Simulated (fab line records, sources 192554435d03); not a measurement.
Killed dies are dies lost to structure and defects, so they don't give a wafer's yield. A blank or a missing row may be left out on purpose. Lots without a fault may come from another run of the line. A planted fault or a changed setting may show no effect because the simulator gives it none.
fab line records | flow n5_finfet
record lots=6 wafers=16 last_day=17
route steps=1938 shown START@1 ZERO_LAYER@2 WELL_APT@20 BEOL_M4@1111
lots that met no fault: from a run of the same line without faults
start_h: hours from the record's first day to the start of the lot's first wafer shown | wait_h: hours since the lot's step before | " the same as in the row above | L1.1+2: a row that stands for several wafers | - no value, or no start given | * or withheld: withheld | < > ~ a bound
route shown NAME@n: a module of which the file shows steps, and the number in the route of the first | usual: mean/standard deviation of fault-free wafers | same: alike in all rows | chamber/n: place in a boat | sites: the reading at each site | _std_site: their standard deviation | _edge_site: outer sites' mean less inner sites' | radius_mm: how far each site lies from the wafer's centre | mask NAME#n: copy n | behind: the tool/chamber that last shaped the wafer | hold: why the lot was held/for how many hours/how that ended | device: the transistor (n, p or np) that didn't switch | end of line: the same wafers' tests at the end of the route | a step without rows: its recipe alone | killed: dies lost to structure and defects at the first sort, not the wafer's yield | map: a wafer's dies, x killed, . not, _ none there
set.NAME: the setting as run; set.NAME@STEP: as run at that earlier step | model.NAME: the simulator's own value behind a step, which no gauge read
lots at some steps of the route; a table a step, a row a wafer
services: from which hour (start_h, from the record's first day; less than 0 if before it) a tool's chamber was out of use, for how many hours, and why
## steps
# step N5_START_INSPECT_01
# recipe inspect_instrument=unpatterned_scan mode=incoming
# usual raw_defect_count=5.7/2.2
# columns lot.wafer tool chamber start_h wait_h raw_defect_count
L747.2 defect_inspect-01 - 36.03 - 7
L747.3 " - " " 2
L747.6 " - " " 5
L752.2 defect_inspect-02 - 66.03 - 3
L752.6 " - " " 3
L753.2 defect_inspect-01 - 72.03 - 6
L753.3 " - " " 6
L758.2 defect_inspect-01 - 102.03 - 8
L758.3 " - " " 4
L758.5 " - " " 3
L759.1 defect_inspect-01 - 108.03 - 9
L759.4 " - " " 8
L759.5 " - " " 9
L766.1 defect_inspect-02 - 150.03 - 9
L766.2 " - " " 1
L766.5 " - " " 4
# step N5_ZERO_LAYER_PRECLEAN_00
# recipe chemistry=SPM time_s=600 temp_c=120 mix=4:1
# step N5_ZERO_LAYER_SRD_01
# recipe time_s=30 temp_c=23 rinse_liquid=diw dry=n2_spin spin_rpm=1500 dry_time_s=30
# step N5_ZERO_LAYER_PECVD_02
# recipe material=SiO2 target_thk_a=100 temp_c=400 precursor=SiH4/N2O pressure_torr=0.75 rf_w=275 time_s=6
# usual heater_power_w=788/120 showerhead_plenum_p_Torr=8.17/0.16
# columns lot.wafer tool chamber start_h wait_h heater_power_w showerhead_plenum_p_Torr model.SiO2_of_ZERO_LAYER_PECVD_02.thk_nm
L747.2 pecvd-04 1 36.29 0.0 860 8.19 9.98
L747.3 " 0 " " 851 8.35 9.96
L747.6 " 2 " " 715 8.20 9.981
L752.2 pecvd-02 2 66.28 0.0 643 8.25 19.02
L752.6 " 1 " " 706 8.06 9.861
L753.2 pecvd-02 2 72.30 0.0 620 8.24 18.99
L753.3 " 1 " " 715 8.08 19.07
L758.2 pecvd-03 2 102.29 0.0 877 8.26 10.01
L758.3 " 1 " " 779 8.28 9.87
L758.5 " 1 " " 766 8.31 9.961
L759.1 pecvd-03 2 108.28 0.0 948 8.25 9.933
L759.4 " 2 " " 935 8.27 10.06
L759.5 " 0 " " 784 8.37 9.989
L766.1 pecvd-02 2 150.28 0.0 625 8.24 9.981
L766.2 " 1 " " 642 8.08 9.845
L766.5 " 2 " " 631 8.23 10.17
# step N5_ZERO_LAYER_HMDS_04
# recipe time_s=60 temp_c=120
# step N5_ZERO_LAYER_COAT_05
# recipe spin_rpm=1500 resist_thk_nm=1000
# step N5_ZERO_LAYER_EBR_07
# recipe solvent=PGMEA ebr_width_mm=1.5
# step N5_ZERO_LAYER_SOFTBAKE_06
# recipe temp_c=100 time_s=90
# step N5_ZERO_LAYER_EXPOSE_08
# recipe mask_id=ZERO na=0.55 source_shape=conventional sigma_outer=0.8 polarization=unpolarized defocus_nm=0 target_cd_nm=2000 dose_mj=16.2
# step N5_ZERO_LAYER_PEB_09
# recipe peb_temp_c=withheld peb_time_s=*
# step N5_ZERO_LAYER_DEVELOP_10
# recipe develop_time_s=60 rinse_liquid=diw dry=air_spin dev_temp_c=21
# step N5_ZERO_LAYER_HARDBAKE_23
# recipe temp_c=130 time_s=120
# step N5_ZERO_LAYER_CD_MEAS_11
# recipe target_cd_nm=2000 landing_energy_ev=500 detector=se_inlens
# usual cd_nm=2000.1/1.7
# columns lot.wafer tool chamber start_h wait_h cd_nm
L747.2 cd_sem-01 0 36.65 - 2001.8
L747.3 " 0 " " 2002.9
L747.6 " 0 " " 2003.0
L752.2 cd_sem-01 0 66.64 - 2001.1
L752.6 " 0 " " 2003.0
L753.2 cd_sem-03 0 72.78 - 2002.1
L753.3 " 0 " " 2003.1
L758.2 cd_sem-03 0 102.65 - 1998.2
L758.3 " 0 " " 1997.1
L758.5 " 0 " " 1998.2
L759.1 cd_sem-03 0 108.64 - 1999.9
L759.4 " 0 " " 2000.2
L759.5 " 0 " " 2000.5
L766.1 cd_sem-02 0 150.64 - 1996.7
L766.2 " 0 " " 1995.6
L766.5 " 0 " " 1996.5
# step N5_ZERO_LAYER_DESCUM_16
# recipe chemistry=O2 time_s=7.9 source_power_w=50 bias_power_w=20 pressure_mtorr=20 rf_frequency_hz=2.712e+07 temp_c=40 o2_flow_sccm=225
# usual bias_power_w=20.00/0.065 chamber_pressure_mTorr=20.001/0.016 drypump_motor_current_A=5.6/0.48 oes_product_au=0.81/0.085 rf_vpp_V=243.7/1.4 showerhead_plenum_p_Torr=2.12/0.066 throttle_valve_pct=20.37/0.25
# columns lot.wafer tool chamber start_h wait_h bias_power_w chamber_pressure_mTorr drypump_motor_current_A oes_product_au rf_hours_counter_h rf_vpp_V showerhead_plenum_p_Torr throttle_valve_pct
L747.2 rie_diel-03 3 37.10 0.5 19.91 20.001 5.7 0.70 238 244.1 2.15 20.68
L747.3 " 0 " " 20.02 19.997 5.7 0.69 233 243.5 2.07 20.26
L747.6 " 0 " " 19.94 20.021 5.7 0.69 - 242.9 2.07 20.26
L752.2 rie_diel-01 1 66.68 0.0 20.09 19.994 5.7 0.82 100 244.3 2.11 20.30
L752.6 " 2 " " 19.95 19.985 4.9 0.89 - 244.5 2.04 20.10
L753.2 rie_diel-01 1 72.82 0.0 20.03 19.989 5.7 0.81 101 242.1 2.11 20.30
L753.3 " 0 " " 20.08 19.977 5.8 0.90 15 244.5 2.23 20.50
L758.2 rie_diel-01 0 102.87 0.2 19.96 19.997 5.8 0.87 25 245.1 2.23 20.51
L758.3 " 3 " " 19.95 20.024 5.5 0.92 17 245.0 2.14 20.32
L758.5 " 1 " " 19.94 20.017 5.7 0.81 - 243.5 2.11 20.33
L759.1 rie_diel-02 1 108.83 0.2 19.98 19.979 5.8 0.70 218 242.5 2.06 20.82
L759.4 " 2 " " 19.93 19.961 5.1 0.84 63 242.2 2.03 20.41
L759.5 " 3 " " 19.98 20.007 4.9 0.71 - 244.0 2.15 20.53
L766.1 rie_diel-03 2 150.68 0.0 20.04 19.989 6.4 0.89 30 243.7 2.22 20.18
L766.2 " 3 " " 20.18 19.998 5.7 0.92 18 243.6 2.14 20.31
L766.5 " 2 " " 19.96 20.028 6.4 0.89 - 246.3 2.22 20.20
# step N5_ZERO_LAYER_ETCH_17
# recipe chemistry=CF4 target=SiO2 target_depth_a=120 time_s=13.3 ion_energy_ev=350 pressure_mtorr=40 source_w=450 bias_w=215 Ar_flow_sccm=100 cf4_flow_sccm=100
# usual chamber_pressure_mTorr=40.00/0.037 drypump_motor_current_A=5.6/0.48 oes_product_au=0.81/0.086 rf_vpp_V=950/4 showerhead_plenum_p_Torr=2.17/0.064 throttle_valve_pct=15.60/0.27
# columns lot.wafer tool chamber start_h wait_h chamber_pressure_mTorr drypump_motor_current_A oes_product_au rf_hours_counter_h rf_vpp_V showerhead_plenum_p_Torr throttle_valve_pct
L747.2 rie_diel-03 3 37.14 0.0 39.98 5.7 0.71 238 950 2.19 15.88
L747.3 " 0 " " 40.03 5.6 0.69 233 946 2.11 15.49
L747.6 " 0 " " 40.02 5.6 0.68 - 948 2.11 15.49
L752.2 rie_diel-01 1 66.71 0.0 40.00 5.7 0.82 100 949 2.16 15.53
L752.6 " 2 " " 40.07 4.9 0.88 - 947 2.09 15.29
L753.2 rie_diel-01 1 72.86 0.0 40.03 5.7 0.82 101 949 2.16 15.52
L753.3 " 0 " " 40.04 5.8 0.92 15 958 2.28 15.65
L758.2 rie_diel-01 0 102.91 0.0 40.00 5.8 0.88 25 956 2.27 15.65
L758.3 " 3 " " 40.00 5.5 0.92 17 952 2.19 15.51
L758.5 " 1 " " 39.98 5.7 0.81 - 950 2.16 15.55
L759.1 rie_diel-02 1 108.87 0.0 40.00 5.8 0.70 218 947 2.12 16.07
L759.4 " 2 " " 40.02 5.0 0.84 63 945 2.09 15.59
L759.5 " 3 " " 40.01 4.9 0.69 - 952 2.21 15.86
L766.1 rie_diel-03 2 150.71 0.0 39.98 6.4 0.90 30 955 2.27 15.42
L766.2 " 3 " " 39.98 5.8 0.94 18 953 2.18 15.43
L766.5 " 2 " " 39.99 6.4 0.90 - 956 2.27 15.43
# step N5_ZERO_LAYER_ETCH_18
# recipe chemistry=HBr/Cl2 target=Si target_depth_a=1200 time_s=40 pressure_mtorr=10 icp_w=800 bias_w=75 HBr_flow_sccm=150 Cl2_flow_sccm=80
# usual chamber_pressure_mTorr=10.001/0.0088 drypump_motor_current_A=5.8/0.5 oes_product_au=1.001/0.018 throttle_valve_pct=36.15/0.18
# columns lot.wafer tool chamber start_h wait_h chamber_pressure_mTorr drypump_motor_current_A oes_product_au rf_hours_counter_h throttle_valve_pct
L747.2 rie_si-06 3 37.21 0.0 10.000 6.0 0.986 151 36.18
L747.3 " 0 " " 9.996 6.0 0.984 153 36.55
L747.6 " 2 " " 10.012 4.6 1.010 - 36.25
L752.2 rie_si-05 1 66.79 0.0 9.994 6.1 1.000 113 36.41
L752.6 " 1 " " 9.995 6.1 1.001 - 36.41
L753.2 rie_si-03 2 72.93 0.0 10.010 5.6 0.982 52 36.13
L753.3 " 3 " " 9.998 5.7 1.029 131 36.18
L758.2 rie_si-06 3 102.98 0.0 10.009 5.9 0.993 152 36.19
L758.3 " 0 " " 9.998 6.0 0.974 155 36.52
L758.5 " 2 " " 10.001 4.6 1.005 - 36.23
L759.1 rie_si-05 0 108.94 0.0 9.983 5.0 1.026 117 36.29
L759.4 " 1 " " 10.002 6.1 0.983 114 36.42
L759.5 " 3 " " 9.986 6.4 1.003 - 36.11
L766.1 rie_si-03 1 150.79 0.0 9.997 5.6 1.004 149 36.16
L766.2 " 2 " " 10.013 5.6 0.982 53 36.14
L766.5 " 0 " " 9.996 6.3 0.996 - 35.82
# step N5_ZERO_LAYER_STRIP_24
# recipe chemistry=O2 power_w=1000 temp_c=250 overash_fraction=0.3 pressure_mtorr=1000 o2_flow_sccm=6750
# usual chamber_pressure_mTorr=999.9/0.94 drypump_motor_current_A=6.0/0.51 heater_power_w=360/30 oes_product_au=0.647/0.0044 strip_time_to_endpoint_s=43.87/0.085
# columns lot.wafer tool chamber start_h wait_h chamber_pressure_mTorr drypump_motor_current_A heater_power_w oes_product_au rf_hours_counter_h strip_time_to_endpoint_s
L747.2 plasma_asher-01 1 37.32 0.1 997.6 5.5 319 0.646 33 43.85
L747.3 " 1 " " 1000.3 5.4 313 0.647 - 43.87
L747.6 " 0 " " 1001.1 6.6 381 0.650 - 43.93
L752.2 plasma_asher-01 1 67.05 0.2 999.0 5.5 318 0.642 45 43.90
L752.6 " 0 " " 1000.8 6.6 387 0.647 - 43.97
L753.2 plasma_asher-01 0 73.06 0.1 999.8 6.6 383 0.649 47 43.92
L753.3 " 1 " " 1000.0 5.5 320 0.642 - 43.99
L758.2 plasma_asher-02 0 103.08 0.1 998.7 5.5 391 0.651 80 43.97
L758.3 " 1 " " 999.2 6.2 377 0.651 - 43.95
L758.5 " 0 " " 1000.3 5.5 386 0.649 - 43.90
L759.1 plasma_asher-01 0 109.04 0.1 997.9 6.6 370 0.647 55 43.83
L759.4 " 0 " " 999.1 6.6 386 0.650 - 43.84
L759.5 " 1 " " 1001.1 5.5 321 0.645 - 43.80
L766.1 plasma_asher-02 0 150.89 0.1 999.0 5.4 396 0.653 89 43.72
L766.2 " 1 " " 1000.8 6.1 380 0.645 89 43.69
L766.5 " 0 " " 1001.1 5.5 391 0.650 - 43.66
# step N5_ZERO_LAYER_STRIP_19
# recipe chemistry=SPM time_s=900 temp_c=130 h2so4_h2o2_vol_ratio=4 dry=ipa_marangoni
# step N5_ZERO_LAYER_INSPECT_20
# recipe inspect_instrument=darkfield mode=post_clean
# usual raw_defect_count=35/13
# columns lot.wafer tool chamber start_h wait_h raw_defect_count
L747.2 defect_inspect-01 - 37.68 0.0 13
L747.3 " - " " 28
L747.6 " - " " 23
L752.2 defect_inspect-01 - 67.41 0.0 18
L752.6 " - " " 46
L753.2 defect_inspect-02 - 73.43 0.0 34
L753.3 " - " " 20
L758.2 defect_inspect-01 - 103.44 0.0 25
L758.3 " - " " 39
L758.5 " - " " 31
L759.1 defect_inspect-02 - 109.41 0.0 33
L759.4 " - " " 36
L759.5 " - " " 20
L766.1 defect_inspect-01 - 151.25 0.0 25
L766.2 " - " " 40
L766.5 " - " " 25
# step N5_WELL_APT_HMDS_01
# recipe time_s=60 temp_c=120
# step N5_WELL_APT_COAT_02
# recipe spin_rpm=1357 resist_thk_nm=950
# step N5_WELL_APT_EBR_04
# recipe solvent=PGMEA ebr_width_mm=1.5
# step N5_WELL_APT_SOFTBAKE_03
# recipe temp_c=130 time_s=60
# step N5_WELL_APT_EXPOSE_05
# recipe mask_id=NWELL na=0.8 source_shape=conventional sigma_outer=0.8 polarization=unpolarized defocus_nm=0 target_cd_nm=200 dose_mj=20.3
# step N5_WELL_APT_PEB_06
# recipe peb_temp_c=130 peb_time_s=90
# step N5_WELL_APT_DEVELOP_07
# recipe develop_time_s=45 rinse_liquid=surfactant_rinse dry=air_spin dev_temp_c=21
# step N5_WELL_APT_HARDBAKE_12
# recipe temp_c=130 time_s=120
# step N5_WELL_APT_CD_MEAS_08
# recipe target_cd_nm=200 landing_energy_ev=500 detector=se_inlens
# usual cd_nm=199.8/1.1
# columns lot.wafer tool chamber start_h wait_h cd_nm
L747.2 cd_sem-02 0 37.98 - 200.8
L747.3 " 0 " " 202.6
L747.6 " 0 " " 202.0
L752.2 cd_sem-03 0 67.84 - 198.2
L752.6 " 0 " " 200.0
L753.2 cd_sem-01 0 73.86 - 199.1
L753.3 " 0 " " 198.5
L758.2 cd_sem-03 0 103.75 - 200.0
L758.3 " 0 " " 199.2
L758.5 " 0 " " 200.6
L759.1 cd_sem-01 0 109.71 - 198.4
L759.4 " 0 " " 199.5
L759.5 " 0 " " 201.4
L766.1 cd_sem-03 0 151.68 - 198.5
L766.2 " 0 " " 200.8
L766.5 " 0 " " 199.3
# step N5_WELL_APT_OVL_MEAS_09
# recipe points_per_wafer=44
# usual NWELL_OVL=-1/5.3
# columns lot.wafer tool chamber start_h wait_h NWELL_OVL[nm]
L747.2 overlay-02 0 38.01 0.0 7
L747.3 " 0 " " 9
L747.6 " 0 " " 6
L752.2 overlay-02 0 67.87 0.0 1
L752.6 " 0 " " -2
L753.2 overlay-02 0 73.89 0.0 2
L753.3 " 0 " " -3
L758.2 overlay-01 0 103.78 0.0 -1
L758.3 " 0 " " -6
L758.5 " 0 " " -2
L759.1 overlay-02 0 109.74 0.0 -8
L759.4 " 0 " " -7
L759.5 " 0 " " 0
L766.1 overlay-02 0 151.71 0.0 -6
L766.2 " 0 " " -7
L766.5 " 0 " " -11
# step N5_WELL_APT_INSPECT_10
# recipe mode=adi inspect_instrument=macro
# usual raw_defect_count=2.1/1.3
# columns lot.wafer tool chamber start_h wait_h raw_defect_count
L747.2 defect_inspect-01 - 38.04 0.0 2
L747.3 " - " " 0
L747.6 " - " " 1
L752.2 defect_inspect-02 - 67.89 0.0 2
L752.6 " - " " 2
L753.2 defect_inspect-01 - 73.91 0.0 5
L753.3 " - " " 3
L758.2 defect_inspect-02 - 103.80 0.0 2
L758.3 " - " " 2
L758.5 " - " " 3
L759.1 defect_inspect-02 - 109.77 0.0 2
L759.4 " - " " 1
L759.5 " - " " 2
L766.1 defect_inspect-01 - 151.73 0.0 3
L766.2 " - " " 2
L766.5 " - " " 4
# step N5_WELL_APT_DESCUM_13
# recipe chemistry=O2 time_s=7.9 source_power_w=50 bias_power_w=20 pressure_mtorr=20 rf_frequency_hz=2.712e+07 temp_c=40 o2_flow_sccm=225
# usual bias_power_w=20.00/0.062 chamber_pressure_mTorr=20.001/0.019 drypump_motor_current_A=5.8/0.44 oes_product_au=0.78/0.085 rf_vpp_V=243.3/1.7 showerhead_plenum_p_Torr=2.10/0.086 throttle_valve_pct=20.31/0.24
# columns lot.wafer tool chamber start_h wait_h bias_power_w chamber_pressure_mTorr drypump_motor_current_A oes_product_au rf_hours_counter_h rf_vpp_V showerhead_plenum_p_Torr throttle_valve_pct
L747.2 rie_diel-05 2 38.07 0.0 20.10 20.002 5.8 0.71 227 245.3 2.15 20.13
L747.3 " 0 " " 20.05 19.982 5.1 0.72 225 240.7 1.98 20.72
L747.6 " 3 " " 20.03 19.999 5.9 0.70 - 243.8 2.08 20.50
L752.2 rie_diel-06 1 68.36 0.5 19.94 19.975 6.4 0.93 25 244.5 2.23 20.27
L752.6 " 2 " " 20.02 19.950 5.6 0.82 - 242.5 2.02 20.36
L753.2 rie_diel-06 1 73.94 0.0 19.95 19.978 6.5 0.93 27 245.3 2.23 20.29
L753.3 " 2 " " 19.97 19.988 5.7 0.81 114 241.5 2.02 20.37
L758.2 rie_diel-05 2 103.83 0.0 20.03 20.029 5.8 0.70 250 242.9 2.15 20.15
L758.3 " 3 " " 19.96 20.015 5.9 0.68 210 245.5 2.07 20.55
L758.5 " 0 " " 19.95 20.002 5.1 0.70 - 241.3 1.97 20.74
L759.1 rie_diel-05 1 110.35 0.6 19.91 19.978 5.6 0.77 109 245.2 2.19 20.13
L759.4 " 1 " " 20.04 19.994 5.7 0.77 - 245.3 2.19 20.15
L759.5 " 3 " " 20.00 19.989 5.9 0.67 - 242.8 2.07 20.54
L766.1 rie_diel-04 1 151.85 0.1 19.93 20.003 6.0 0.87 49 243.4 2.13 19.96
L766.2 " 0 " " 19.90 19.988 5.4 0.88 43 242.8 2.13 20.33
L766.5 " 2 " " 20.07 20.002 5.9 0.82 - 243.1 2.12 20.59
# step N5_WELL_APT_IMPLANT_14
# recipe species=P energy_kev=160 dose_cm2=1.5e+13 tilt_deg=0 rotation_deg=0
# step N5_WELL_APT_IMPLANT_15
# recipe species=As energy_kev=25 dose_cm2=1.5e+13 tilt_deg=0 rotation_deg=0
# step N5_BEOL_M4_RC_MEAS_101
# usual CJ_N=4.36/0.084 CJ_P=5.81/0.14 DIBL_N=36.3/1.4 DIBL_P=36.2/1.5 IOFF_N=0.160/0.021 IOFF_P=0.211/0.027 ION_N=676/7.7 ION_P=463/5.5 RS_NWELL=1036/7.1 RS_PWELL=3006/24 SS_N=71.4/0.57 SS_P=73.3/0.58 VT_N=249.3/2.5 VT_P=-250.1/2.6
# columns lot.wafer tool chamber start_h wait_h CJ_N CJ_P DIBL_N[mV/V] DIBL_P[mV/V] IOFF_N[nA/um] IOFF_P[nA/um] ION_N[uA/um] ION_P[uA/um] RS_NWELL[ohm/sq] RS_PWELL[ohm/sq] SS_N[mV/dec] SS_P[mV/dec] VT_N[mV] VT_P[mV]
L747.2 prober-02 0 189.22 0.2 4.46 5.73 36.8 37.2 0.173 0.187 680 459 1047 3031 71.1 72.8 248.1 -253.8
L747.3 " 0 " " 4.32 5.85 36.9 38.3 0.183 0.199 684 463 1038 3012 71.6 73.1 245.8 -252.4
L747.6 " 0 " " 4.39 5.57 36.9 37.6 0.168 0.188 679 464 1034 3016 70.8 72.3 247.7 -256.4
L752.2 prober-02 0 222.65 0.2 4.83 4.52 35.6 38.2 0.171 0.226 680 464 1049 3130 71.8 73.3 249.1 -250.7
L752.6 " 0 " " 4.30 6.05 35.2 36.8 0.167 0.211 681 464 1037 3016 71.8 74.0 249.3 -249.6
L753.2 prober-01 0 244.93 0.2 4.80 4.55 37.4 38.1 0.167 0.234 678 466 1061 3111 71.2 73.9 246.8 -247.8
L753.3 " 0 " " 4.78 4.55 35.2 35.8 0.136 0.201 678 468 1060 3137 70.9 72.7 251.4 -249.3
L758.2 prober-02 0 260.93 0.2 4.34 5.90 38.2 36.8 0.173 0.255 680 475 1029 3004 72.0 73.2 246.5 -247.3
L758.3 " 0 " " 4.30 5.50 39.0 37.5 0.184 0.272 672 468 1032 2999 72.5 73.5 247.7 -243.9
L758.5 " 0 " " 4.32 5.92 36.9 35.7 0.155 0.238 669 465 1032 3000 71.5 73.7 249.3 -247.5
L759.1 prober-01 0 265.43 0.0 4.39 5.64 36.7 36.4 0.168 0.226 667 460 1038 3021 71.3 73.5 250.0 -250.0
L759.4 " 0 " " 4.44 5.56 37.6 36.9 0.180 0.233 680 463 1042 3047 72.1 73.8 248.1 -250.6
L759.5 " 0 " " 4.43 5.91 37.4 37.1 0.182 0.235 674 463 1035 3016 71.6 73.4 247.5 -249.8
L766.1 prober-01 0 313.17 0.0 4.41 6.14 35.4 35.1 0.131 0.199 674 464 1027 2963 71.6 72.8 253.6 -252.5
L766.2 " 0 " " 4.39 5.84 39.0 38.7 0.198 0.253 678 463 1035 2965 72.7 73.9 248.9 -249.4
L766.5 " 0 " " 4.35 5.97 35.8 35.4 0.136 0.192 668 455 1028 2970 72.0 72.1 253.2 -252.4
## services
# columns tool chamber start_h hours kind
rie_diel-06 1 14.17 6.7 repair
rie_diel-02 3 16.09 6.7 repair
plasma_asher-02 - 17.37 59.0 repair
rie_diel-05 - 19.63 2.8 pm
rie_diel-04 2 19.79 4.9 repair
rie_diel-01 3 23.03 - clean
rie_diel-01 3 23.03 - consumable_replace:focus_ring
rie_diel-04 1 26.85 1.2 repair
rie_si-03 - 44.28 0.1 repair
plasma_asher-01 - 46.42 2.8 pm
rie_diel-03 2 73.19 12.5 repair
pecvd-04 2 74.98 3.1 repair
plasma_asher-01 - 87.39 0.8 repair
rie_diel-02 3 88.48 5.4 repair
pecvd-02 2 97.22 16.3 repair
rie_diel-04 1 104.02 9.3 repair
rie_si-03 1 105.05 1.8 repair
pecvd-04 - 121.24 0.4 repair
rie_diel-05 2 132.80 6.0 repair
rie_si-03 1 135.65 12.0 repair
rie_diel-01 3 135.89 14.2 repair
rie_si-03 2 137.21 5.9 repair
rie_diel-02 0 141.71 3.3 repair
rie_diel-03 3 151.46 4.3 repair
## key
first_sign step=N5_BEOL_M4_RC_MEAS_101 reading=CJ_P direction=down sigmas=9.3 usual=5.81 struck=4.54
effect step=N5_BEOL_M4_RC_MEAS_101 reading=CJ_N direction=up sigmas=5.3 usual=4.36 struck=4.80
effect step=N5_BEOL_M4_RC_MEAS_101 reading=RS_PWELL direction=up sigmas=5 usual=3006 struck=3126
effect step=N5_BEOL_M4_RC_MEAS_101 reading=RS_NWELL direction=up sigmas=2.9 usual=1036 struck=1057
model_effect step=N5_ZERO_LAYER_PECVD_02 value=SiO2_of_ZERO_LAYER_PECVD_02.thk_nm without=9.832 struck=19.03
met_at N5_ZERO_LAYER_PECVD_02
struck_wafers L752.2,L753.2,L753.3
fault kind=process_parameter_drift tool=pecvd-02 chamber=- onset_h=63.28 steps=N5_ZERO_LAYER_PECVD_02 channel=time_s offset=* shape=step end_h=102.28 scope=struck_wafers_only acts_in=* stated=*
